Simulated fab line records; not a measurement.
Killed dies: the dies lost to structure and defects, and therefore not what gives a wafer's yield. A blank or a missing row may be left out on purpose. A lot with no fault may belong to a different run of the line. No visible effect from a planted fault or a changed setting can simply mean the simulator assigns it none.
Split-lot experiment + flow n5 finfet + 21 wafers read across 7 lots, on a route 1938 steps long

ON THE SPLIT
At N5_DUMMY_GATE_CVD_03 (deposits a-Si from SiH4, target thk 150 nm, time 8042 s), the setting temp c was moved away from the recipe's 530 C on 12 of the 21 wafers read, by -4.0% to -3.1%. This setting was run at the recipe's value on the other wafers.

The reading is taken at the split's own step.

THE READING
a-Si_of_DUMMY_GATE_CVD_03.thk nm (the simulator's own value, which no gauge read), in nm, at N5_DUMMY_GATE_CVD_03 (deposits a-Si from SiH4, target thk 150 nm, time 8042 s). The file does not state a usual value for it. Here, 9 wafers ran the recipe; their average is 148.0 nm with a standard deviation of 1.5 nm.

| wafer  | tool, chamber at the split | temp c as run, C | against the recipe | a-Si_of_DUMMY_GATE_CVD_03.thk nm, nm | against lot-mates on the recipe |
|--------|----------------------------|------------------|--------------------|--------------------------------------|---------------------------------|
| L079.1 | -, -                       | 510.8            | -3.6%              | 84.8                                 | no lot-mate on the recipe       |
| L079.2 | -, -                       | 510.8            | -3.6%              | 83.4                                 | no lot-mate on the recipe       |
| L079.6 | -, -                       | 510.8            | -3.6%              | 85.2                                 | no lot-mate on the recipe       |
| L084.1 | lpcvd-02, 0/65             | 530              | recipe             | 146.2                                | -                               |
| L084.2 | lpcvd-02, 0/70             | 530              | recipe             | 145.8                                | -                               |
| L084.5 | lpcvd-02, 0/84             | 530              | recipe             | 146                                  | -                               |
| L085.3 | -, -                       | 513.6            | -3.1%              | 91.4                                 | no lot-mate on the recipe       |
| L085.6 | -, -                       | 513.6            | -3.1%              | 91.4                                 | no lot-mate on the recipe       |
| L085.4 | -, -                       | 513.6            | -3.1%              | 91                                   | no lot-mate on the recipe       |
| L086.1 | -, -                       | 512.4            | -3.3%              | 87.8                                 | no lot-mate on the recipe       |
| L086.3 | -, -                       | 512.4            | -3.3%              | 88.4                                 | no lot-mate on the recipe       |
| L086.6 | -, -                       | 512.4            | -3.3%              | 89.8                                 | no lot-mate on the recipe       |
| L089.1 | -, -                       | 530              | recipe             | 149                                  | -                               |
| L089.2 | -, -                       | 530              | recipe             | 149                                  | -                               |
| L089.4 | -, -                       | 530              | recipe             | 149.6                                | -                               |
| L090.1 | -, -                       | 530              | recipe             | 149                                  | -                               |
| L090.4 | -, -                       | 530              | recipe             | 149.2                                | -                               |
| L090.5 | -, -                       | 530              | recipe             | 148.2                                | -                               |
| L094.1 | -, -                       | 509              | -4.0%              | 78.6                                 | no lot-mate on the recipe       |
| L094.3 | -, -                       | 509              | -4.0%              | 79                                   | no lot-mate on the recipe       |
| L094.6 | -, -                       | 509              | -4.0%              | 78.8                                 | no lot-mate on the recipe       |

FIT RESULTS
A straight line over all 21 wafers: a-Si_of_DUMMY_GATE_CVD_03.thk nm changes by +17.7 nm for each +1% of temp c; r = +1.00; the points scatter about the line by 1.4 nm.
Too few moved wafers with a lot-mate on the recipe to fit a line net of each lot's own level.

THE FILE'S OWN FIT
a-Si_of_DUMMY_GATE_CVD_03.thk nm changes by +17.7 nm for each +1% of temp c, r = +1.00.
